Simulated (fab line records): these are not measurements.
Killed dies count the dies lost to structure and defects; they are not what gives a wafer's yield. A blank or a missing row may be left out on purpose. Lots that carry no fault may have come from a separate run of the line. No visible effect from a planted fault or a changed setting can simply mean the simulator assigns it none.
Matching of chambers	flow n5Finfet	N5_BEOL_M0_SAQP_PECVD_96 on pecvd-01 has 3 sister chambers
The step deposits a-Si from SiH4/He, target thk 45 nm, time 45.2 s. 6 wafers are shown with their chamber, then 8 later ones without.

EACH WAFER AND ITS CHAMBER
wafer	chamber	throttleValvePct (%)	showerheadPlenumPTorr (Torr)
L086.3	2	17.7	5.599
L086.5	2	17.7	5.594
L089.1	0	17.5	5.647
L089.2	1	20.5	5.705
L089.6	0	17.5	5.627
L090.1	1	20.4	5.684

WAFERS WITH NO CHAMBER GIVEN
wafer	throttleValvePct (%)	showerheadPlenumPTorr (Torr)
L090.2	17.5	5.638
L090.4	20.7	5.695
L093.1	17.9	5.614
L093.2	17.3	5.648
L093.5	20.6	5.701
L096.3	17.9	5.633
L096.5	17.7	5.625
L096.6	17.8	5.647

CHAMBER TAKEN BY EACH
wafer	from the rows above	in truth
L090.2	0	0
L090.4	1	1
L093.1	2	2
L093.2	0	0
L093.5	1	1
L096.3	2	2
L096.5	2	2
L096.6	2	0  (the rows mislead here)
7 of 8 placed correctly. Left unplaced by these rows: 0. 1 placed wrongly.
How it was worked out, from the rows above alone: a wafer's distance from a chamber is the root of the sum, over the readings, of the square of ((its reading less the chamber's mean) divided by the reading's scatter). The wafer belongs to the nearest chamber; if the next one is less than 2 further off, it can't be placed. Each chamber's mean is taken over the wafers shown for it. The scatter: the root of (the sum of the squares of (reading less its chamber's mean) over the shown wafers, divided by (wafers less chambers)).
